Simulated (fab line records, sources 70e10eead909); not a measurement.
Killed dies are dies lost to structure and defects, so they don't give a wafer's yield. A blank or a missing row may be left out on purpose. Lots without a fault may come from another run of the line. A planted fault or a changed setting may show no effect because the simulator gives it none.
One fault seen from 2 desks | flow nand_harc | each desk has only its own numbers; what lay behind them comes last

THE TOOL OWNER'S DESK: litho_track-03
The tool's own readings at NHARC_P_ZERO_WELL_SOFTBAKE_06 (time 70 s): means of the sampled wafers that have a number, for each lot that ran on this tool. A lot is out of limits, marked OUT, if its mean lies more than 4 standard deviations from the usual mean; the brackets give that distance.
Columns: A = heater_power_total_W at NHARC_P_ZERO_WELL_SOFTBAKE_06, usual 201.0 W
lot  | first seen here | A
L185 | day 3 12:00     | 193.7 (-5.6) OUT
L187 | day 4 08:00     | 192.6 (-6.5) OUT
L195 | day 7 16:00     | 201.3
L196 | day 8 02:00     | 202.0
L201 | day 10 04:00    | 200.3
L203 | day 11 00:00    | 199.4
L204 | day 11 10:00    | 201.9
This desk's finding: out of limits on L185, L187; first on L185, day 3 12:00 (heater_power_total_W at NHARC_P_ZERO_WELL_SOFTBAKE_06). In limits: L195, L196, L201, L203, L204.

THE METROLOGY DESK
What the gauges read, lot by lot, whatever tool the lot ran on: means of the sampled wafers that have a number. A lot is out of limits, marked OUT, if its mean lies more than 4 standard deviations from the usual mean; the brackets give that distance.
Columns: A = cd_nm at NHARC_P_ZERO_WELL_CD_MEAS_11, usual 499.8 nm
lot  | first seen here | A
L185 | day 3 13:07     | 491.5 (-5.9) OUT
L186 | day 3 23:14     | 499.0
L187 | day 4 09:16     | 493.6 (-4.4) OUT
L190 | day 5 15:07     | 500.4
L195 | day 7 17:15     | 502.2
L196 | day 8 03:16     | 497.0
L199 | day 9 09:16     | 499.8
L200 | day 9 19:14     | 500.1
L201 | day 10 05:14    | 500.7
L203 | day 11 01:07    | 499.1
L204 | day 11 11:15    | 501.8
This desk's finding: out of limits on L185, L187; first on L185, day 3 13:07 (cd_nm at NHARC_P_ZERO_WELL_CD_MEAS_11). In limits: L186, L190, L195, L196, L199, L200, L201, L203, L204.

PUT TOGETHER
The tool owner's desk could have raised an alarm at day 3 12:00, on L185, L187.
The metrology desk could have raised an alarm at day 3 13:07, on L185, L187.
Of the lots named, all ran NHARC_P_ZERO_WELL_SOFTBAKE_06 on litho_track-03.

WHAT THE SIMULATOR HAD PUT IN
Process parameter drift: litho_track-03, from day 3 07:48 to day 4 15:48, at NHARC_P_ZERO_WELL_SOFTBAKE_06. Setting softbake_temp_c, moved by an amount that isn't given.
Lots struck among those shown: L185, L187.
Hours from the fault's start to each desk's first reading out of limits: the tool owner's desk, 4; the metrology desk, 5.
